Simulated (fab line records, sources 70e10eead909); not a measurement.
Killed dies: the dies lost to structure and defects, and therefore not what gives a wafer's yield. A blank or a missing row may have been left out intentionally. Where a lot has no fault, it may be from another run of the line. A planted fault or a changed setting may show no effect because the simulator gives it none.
The tool behind it: which one?    flow nandHarc    12 lots with 36 wafers sampled at 3 steps, on a route of 1302 steps

## WHAT THE GAUGES SHOWED, per wafer
NHARC_A_M0_OVL_MEAS_10: pitch 160 nm.
lot   measured      on          overlayXNm (nm)
L075  day 23 01:56  overlay-02  1.0 0.6 1.4
L078  day 23 19:50  overlay-02  -0.9 -1.3 -0.2
L080  day 24 09:23  overlay-01  1.0 0.8 0.4
L082  day 25 12:49  overlay-02  0.1 -0.3 -0.6
L084  day 26 21:28  overlay-01  -1.1 -0.2 -0.4
L085  day 27 17:55  overlay-01  1.7 2.3 2.4
L088  day 28 21:08  overlay-02  0.1 0.4 0.6
L089  day 29 09:29  overlay-01  0.0 0.4 -0.2
L091  day 30 04:52  overlay-01  -0.4 -0.7 -0.4
L092  day 30 10:45  overlay-02  0.0 0.1 0.5
L095  day 31 21:07  overlay-02  -0.6 -0.2 -0.1
L096  day 33 04:26  overlay-01  0.7 -0.3 -0.4

## EACH LOT AND THE TOOL THAT RAN IT (in order: tool; ch and the chambers of the sampled wafers; start)
lot   NHARC_A_CONTACT_ETCH_135            NHARC_A_BLC_ETCH_18
L075  harCapEtch-03 ch 0,1, day 22 15:58  rieDiel-04 ch 0,2, day 23 01:56 or earlier
L078  harCapEtch-02 ch 0,1, day 23 11:05  rieDiel-04 ch 1,2, day 23 19:50 or earlier
L080  harCapEtch-03 ch 0,1, day 23 23:55  rieDiel-04 ch 1,2,3, day 24 09:23 or earlier
L082  harCapEtch-03 ch 0,1, day 25 04:02  rieDiel-07 ch 0,3, day 25 12:49 or earlier
L084  harCapEtch-02 ch 0,1, day 26 12:08  rieDiel-04 ch 0,1,3, day 26 21:28 or earlier
L085  harCapEtch-02 ch 1, day 27 09:08    rieDiel-07 ch 1,2,3, day 27 17:55 or earlier
L088  harCapEtch-01 ch 0,1, day 28 12:01  rieDiel-04 ch 0,3, day 28 21:08 or earlier
L089  harCapEtch-01 ch 0,1, day 29 00:49  rieDiel-07 ch 0,1,3, day 29 09:29 or earlier
L091  harCapEtch-01 ch 0,1, day 29 19:26  rieDiel-04 ch 0,1, day 30 01:22
L092  harCapEtch-03 ch 0,1, day 30 00:36  rieDiel-07 ch 0,3, day 30 10:45 or earlier
L095  harCapEtch-01 ch 0,1, day 31 12:22  rieDiel-06 ch 0,2, day 31 21:07 or earlier
L096  harCapEtch-01 ch 0,1, day 32 19:35  rieDiel-07 ch 0,2, day 33 04:26 or earlier
- NHARC_A_CONTACT_ETCH_135: etches the open film in C4F8/O2/Ar, time 311 s, target depth 1912 nm.
- NHARC_A_BLC_ETCH_18: etches the open film in C4F8/O2/Ar, target depth 910 nm.

## THE ANSWER, worked out from the rows above alone
Rule: what is usual is taken from the lots themselves. The widest of any qualifying gaps counts: lots, ordered by their means at a reading, are off when they make up no more than a third of the lots, leave a main group of 4 or more, and stand apart from it by 3 or more times the standard deviation of that group's means. The tables above print the reading to a certain number of digits; a main group whose means all agree to those digits is not used. Also off: a lot with no number at a reading for which 4 or more lots have one. All remaining lots with rows at the step are treated as sound.
None of the lots is off at any reading shown; this tells nothing.

## WHAT THE SIMULATOR HAD PUT IN
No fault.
